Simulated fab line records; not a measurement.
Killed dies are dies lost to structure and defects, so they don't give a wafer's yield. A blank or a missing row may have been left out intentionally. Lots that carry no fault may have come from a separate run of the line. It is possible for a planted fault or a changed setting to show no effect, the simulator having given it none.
Matching of chambers + flow nand-harc + NHARC_P_M0_CMP_23 on cmp-02 has 4 sister chambers
The step polishes, t overpolish 20 s, target thk 117.54 nm. 16 wafers are shown with their chamber, then 8 later ones without.

WAFERS WITH THEIR CHAMBER
| wafer  | chamber | motor-current-A (A) | time-to-endpoint-s (s) |
|--------|---------|---------------------|------------------------|
| L077.2 | 2       | 10.4                | 23.1                   |
| L077.3 | 1       | 11.4                | 25.6                   |
| L077.4 | 3       | 12.2                | 26.5                   |
| L079.1 | 0       | 11.8                | 26.0                   |
| L079.2 | 3       | 12.0                | 28.5                   |
| L079.6 | 0       | 12.2                | 26.1                   |
| L080.1 | 1       | 12.1                | 28.8                   |
| L080.2 | 0       | 12.8                | 29.7                   |
| L080.4 | 3       | 12.3                | 31.7                   |
| L088.4 | 0       | 12.6                | 27.7                   |
| L088.5 | 1       | 11.5                | 30.0                   |
| L088.6 | 2       | 10.3                | 28.9                   |
| L089.3 | 2       | 10.3                | 30.7                   |
| L089.4 | 1       | 12.2                | 29.3                   |
| L089.6 | 2       | 10.0                | 26.9                   |
| L092.2 | 2       | 10.2                | 27.6                   |

SIGNATURES (averages over the wafers above)
| reading            | chamber 0 | chamber 1 | chamber 2 | chamber 3 | scatter within a chamber |
|--------------------|-----------|-----------|-----------|-----------|--------------------------|
| motor-current-A    | 12.350    | 11.800    | 10.240    | 12.167    | 0.32                     |
| time-to-endpoint-s | 27.375    | 28.425    | 27.440    | 28.900    | 2.35                     |
Rule: for a wafer and a chamber, the distance is found by dividing, reading by reading, the gap between the wafer's reading and the chamber's mean by the reading's scatter, squaring, summing and taking the root. If the next closest chamber is less than 2 further off than the closest, the wafer can't be placed; otherwise it belongs to the closest. The scatter: the root of (the sum of the squares of (reading less its chamber's mean) over the shown wafers, divided by (wafers less chambers)).

WAFERS WITH NO CHAMBER GIVEN
| wafer  | motor-current-A (A) | time-to-endpoint-s (s) |
|--------|---------------------|------------------------|
| L092.3 | 11.8                | 28.2                   |
| L092.4 | 11.5                | 30.0                   |
| L091.1 | 12.6                | 26.7                   |
| L091.4 | 12.4                | 26.4                   |
| L091.5 | 12.2                | 24.7                   |
| L094.1 | 10.1                | 24.8                   |
| L094.5 | 10.4                | 26.7                   |
| L094.6 | 12.2                | 27.4                   |

THE CHAMBER EACH PASSED THROUGH
| wafer  | from the rows above          | in truth |
|--------|------------------------------|----------|
| L092.3 | can't be placed: 1 or 3 or 0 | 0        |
| L092.4 | can't be placed: 1 or 3 or 0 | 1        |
| L091.1 | can't be placed: 0 or 3 or 1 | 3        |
| L091.4 | can't be placed: 0 or 3 or 1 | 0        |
| L091.5 | can't be placed: 0 or 3 or 1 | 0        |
| L094.1 | 2                            | 2        |
| L094.5 | 2                            | 2        |
| L094.6 | can't be placed: 0 or 3 or 1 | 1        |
Correct placement for 2 of the 8. From these rows, 6 cannot be placed; in 6 the true chamber is one of the candidates. Number placed wrongly: 0.
